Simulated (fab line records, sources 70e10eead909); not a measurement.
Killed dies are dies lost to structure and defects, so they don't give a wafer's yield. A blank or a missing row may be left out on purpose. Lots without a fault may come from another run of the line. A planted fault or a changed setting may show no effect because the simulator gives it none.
A struck lot beside a sound one | flow nand_harc | 18 steps out of a route of 1302
Sound: wafers L999.1, L999.4, L999.6. Struck: wafers L112.1, L112.2, L112.5. The cause comes at the end.
At each step with rows: each side's tool, then ch and its chambers, then its first start. Under that, the readings that differ: sound wafers | struck wafers | difference of the means | sigmas: that difference in standard deviations of wafers without a fault.
alike: readings whose means differ by less than 2 such deviations, and words and numbers that are the same on both sides. not compared: withheld readings, readings that some wafer has no value for, bounds like >300 that may hide the same value, and numbers for which the record gives no deviation and whose values overlap.
The two part at a step that has a row with sigmas, a row that says differs or no value, or rows on one side only. Numbers that don't overlap but have no deviation are shown without sigmas and don't part them. A reading that every wafer of one side lacks parts them only if that side has two wafers or more.

first, 2 steps without rows for these wafers: NHARC_P_STI_SRD_39; NHARC_P_STI_OXIDE_40 (material SiO2, target thk 10 nm, ox time 1362 s).
NHARC_P_STI_INSPECT_25:
  sound on defect_inspect-02, day 4 06:36; struck on defect_inspect-01, day 9 10:44
  alike: raw_defect_count
then, 9 steps without rows for these wafers: NHARC_P_GATE_ETCH_69 (etches SiO2 in dHF, target depth 14 nm); NHARC_P_GATE_PRECLEAN_70 (cleans in SC1); NHARC_P_GATE_SRD_01; NHARC_P_GATE_OXIDE_02 (material SiO2, target thk 37.5 nm, ox time 365 s); NHARC_P_GATE_DEHYDRATE_03 (time 120 s); NHARC_P_GATE_HMDS_04 (time 30 s); NHARC_P_GATE_COAT_05; NHARC_P_GATE_SOFTBAKE_06 (time 95 s); NHARC_P_GATE_EBR_07.
NHARC_P_GATE_EXPOSE_08: exposes mask P HV.
  sound on krf_scanner-03 ch 0, day 4 14:48; struck on krf_scanner-03 ch 0, day 9 22:54
  reading | sound                | struck                     | difference | sigmas
  mask    | P_HV#0 P_HV#0 P_HV#0 | P_HVPW#0 P_HVPW#0 P_HVPW#0 | differs    |
then, 2 steps without rows for these wafers: NHARC_P_GATE_PEB_09 (peb time 85 s); NHARC_P_GATE_DEVELOP_10 (time 70 s).
NHARC_P_GATE_CD_MEAS_11: target cd 1640 nm.
  sound on cd_sem-02 ch 0, day 4 14:58; struck on cd_sem-03 ch 0, day 9 23:04
  reading    | sound                | struck | difference                    | sigmas
  cd_nm (nm) | 1638.4 1638.6 1639.8 | - - -  | no value on the struck wafers |
then, 1 step without rows for these wafers: NHARC_P_GATE_HARDBAKE_12 (time 80 s).
-- the record jumps here: 20 days lie between the struck wafers' starts before and after (it left off in module P_GATE and takes up again in module END, whose first step shown is number 1302 of the route) --
NHARC_END_SORT_01:
  the record has rows for the struck wafers here (prober-02 ch 0, day 30 03:16) and none for the sound ones

WHERE THEY PART
First at NHARC_P_GATE_EXPOSE_08; last, within this record, at NHARC_END_SORT_01.

WHY: what the simulator had put in
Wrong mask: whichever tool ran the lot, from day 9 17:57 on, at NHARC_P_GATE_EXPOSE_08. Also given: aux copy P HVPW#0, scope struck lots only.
